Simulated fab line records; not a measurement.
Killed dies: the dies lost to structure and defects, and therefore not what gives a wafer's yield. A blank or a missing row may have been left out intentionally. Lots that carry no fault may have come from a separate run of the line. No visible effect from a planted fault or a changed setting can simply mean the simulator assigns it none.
Tool commonality check	flow nandHarc	Sample size 11 lots and 33 wafers

== REASON IT WAS OPENED ==
On 2 of the 11 lots, a flag is raised at NHARC_P_GATE_CD_MEAS_59 on the reading cdNm. Wafers without a fault read 720.2 nm, standard deviation 1.5.
Rule: a lot is flagged in two cases, either no wafer of it has a number, or all its wafers with numbers fall more than 4 standard deviations from that mean. As for the other lots, they are considered sound.

lot	measured	on	cdNm (nm), wafer by wafer	flag
L519	day 6 00:35	cdSem-02	718.7 716.4 720.2	
L521	day 6 15:01	cdSem-02	722.6 721.3 720.5	
L526	day 8 21:23	cdSem-02	730.0 728.6 728.8	FLAGGED
L527	day 9 05:14	cdSem-01	729.2 730.5 730.3	FLAGGED
L533	day 11 18:11	cdSem-02	719.6 719.6 721.4	
L532	day 11 18:55	cdSem-03	720.2 719.0 717.6	
L535	day 12 20:19	cdSem-02	722.0 720.9 721.3	
L536	day 12 22:14	cdSem-02	723.0 720.8 721.9	
L539	day 14 03:41	cdSem-03	718.6 718.9 721.6	
L540	day 14 16:56	cdSem-01	719.8 718.5 717.6	
L541	day 15 10:17	cdSem-01	717.7 719.5 720.4	
The numbers of the flagged lots are 729.6 nm on average: +9.4 nm against the usual, or +6 standard deviations.

== WHICH TOOL RAN EACH LOT ==
The record holds 3 process steps before the reading, out of a route of 1302 steps. In each cell: the tool, then ch and the chambers that the sampled wafers went through, then the start.
lot	flag	NHARC_P_GATE_DESCUM_13	NHARC_P_GATE_STRIP_108	NHARC_P_GATE_PEB_57
L519		rieDiel-10 ch 0,1,2, day 4 20:55	rieDiel-10 ch 0,2, day 5 11:49	lithoTrack-07 ch 0, day 6 00:30
L521		rieDiel-10 ch 0,1,3, day 5 10:26	rieDiel-01 ch 1,2,3, day 6 02:05	lithoTrack-03 ch 0, day 6 14:55
L526	FLAGGED	rieDiel-10 ch 0,2,3, day 7 15:40	rieDiel-01 ch 0,1,3, day 8 06:14	lithoTrack-03 ch 0, day 8 21:18
L527	FLAGGED	rieDiel-10 ch 0,3, day 8 01:52	rieDiel-03 ch 1,2, day 8 16:19	lithoTrack-03 ch 0, day 9 05:08
L533		rieDiel-01 ch 0,1,2, day 10 10:43	rieDiel-01 ch 0,2, day 11 05:22	lithoTrack-07 ch 0, day 11 18:05
L532		rieDiel-03 ch 0,3, day 10 10:52	rieDiel-01 ch 0,1,3, day 11 06:07	lithoTrack-05 ch 0, day 11 18:49
L535		rieDiel-01 ch 2,3, day 11 13:36	rieDiel-01 ch 0,1,2, day 12 07:25	lithoTrack-03 ch 0, day 12 20:14
L536		rieDiel-10 ch 1,2,3, day 11 17:19	rieDiel-01 ch 0,1,2, day 12 09:35	lithoTrack-03 ch 0, day 12 22:09
L539		rieDiel-01 ch 1,2, day 12 23:32	rieDiel-10 ch 2,3, day 13 14:45	lithoTrack-03 ch 0, day 14 03:35
L540		rieDiel-01 ch 1,2, day 13 11:38	rieDiel-01 ch 0,1,3, day 14 04:11	lithoTrack-05 ch 0, day 14 16:51
L541		rieDiel-10 ch 2,3, day 13 22:12	rieDiel-03 ch 1,2, day 14 21:28	lithoTrack-07 ch 0, day 15 10:11
What these steps do:
- NHARC_P_GATE_DESCUM_13: chemistry O2, time 3 s.
- NHARC_P_GATE_STRIP_108: strips in O2.
- NHARC_P_GATE_PEB_57: peb time 85 s.
- NHARC_P_GATE_CD_MEAS_59: target cd 720 nm.

== FLAGGED OVER TOTAL, TOOL BY TOOL (the gauges that took the reading come last) ==
step	tool	lots run	flagged	share of the flagged lots	sound lots run after its first flagged lot
NHARC_P_GATE_DESCUM_13	rieDiel-01	4	0	none	-
NHARC_P_GATE_DESCUM_13	rieDiel-03	1	0	none	-
NHARC_P_GATE_DESCUM_13	rieDiel-10	6	2	all	2 (L536,L541)
NHARC_P_GATE_STRIP_108	rieDiel-01	7	1	some	5 (L533,L532,L535,L536,L540)
NHARC_P_GATE_STRIP_108	rieDiel-03	2	1	some	1 (L541)
NHARC_P_GATE_STRIP_108	rieDiel-10	2	0	none	-
NHARC_P_GATE_PEB_57	lithoTrack-03	6	2	all	3 (L535,L536,L539)
NHARC_P_GATE_PEB_57	lithoTrack-05	2	0	none	-
NHARC_P_GATE_PEB_57	lithoTrack-07	3	0	none	-
NHARC_P_GATE_CD_MEAS_59	cdSem-01	3	1	some	2 (L540,L541)
NHARC_P_GATE_CD_MEAS_59	cdSem-02	6	1	some	3 (L533,L535,L536)
NHARC_P_GATE_CD_MEAS_59	cdSem-03	2	0	none	-

== WHAT THE TABLE PERMITS ==
2 rows of the table ran every flagged lot: rieDiel-10 at NHARC_P_GATE_DESCUM_13, lithoTrack-03 at NHARC_P_GATE_PEB_57.
- rieDiel-10 at NHARC_P_GATE_DESCUM_13 ran 6 lots, 2 of them flagged. Sound lots ran on it after the first flagged one (L536, L541), which a lasting fault on the whole tool wouldn't allow.
- lithoTrack-03 at NHARC_P_GATE_PEB_57 ran 6 lots, 2 of them flagged. Sound lots ran on it after the first flagged one (L535, L536, L539), which a lasting fault on the whole tool wouldn't allow. Its own readings (heaterPowerTotalW, plateTempC) fall more than 4 standard deviations out on all wafers of the flagged lots.
Every row of the table either missed a flagged lot or ran a sound lot after the first.

== WHAT HAD BEEN PUT IN BY THE SIMULATOR ==
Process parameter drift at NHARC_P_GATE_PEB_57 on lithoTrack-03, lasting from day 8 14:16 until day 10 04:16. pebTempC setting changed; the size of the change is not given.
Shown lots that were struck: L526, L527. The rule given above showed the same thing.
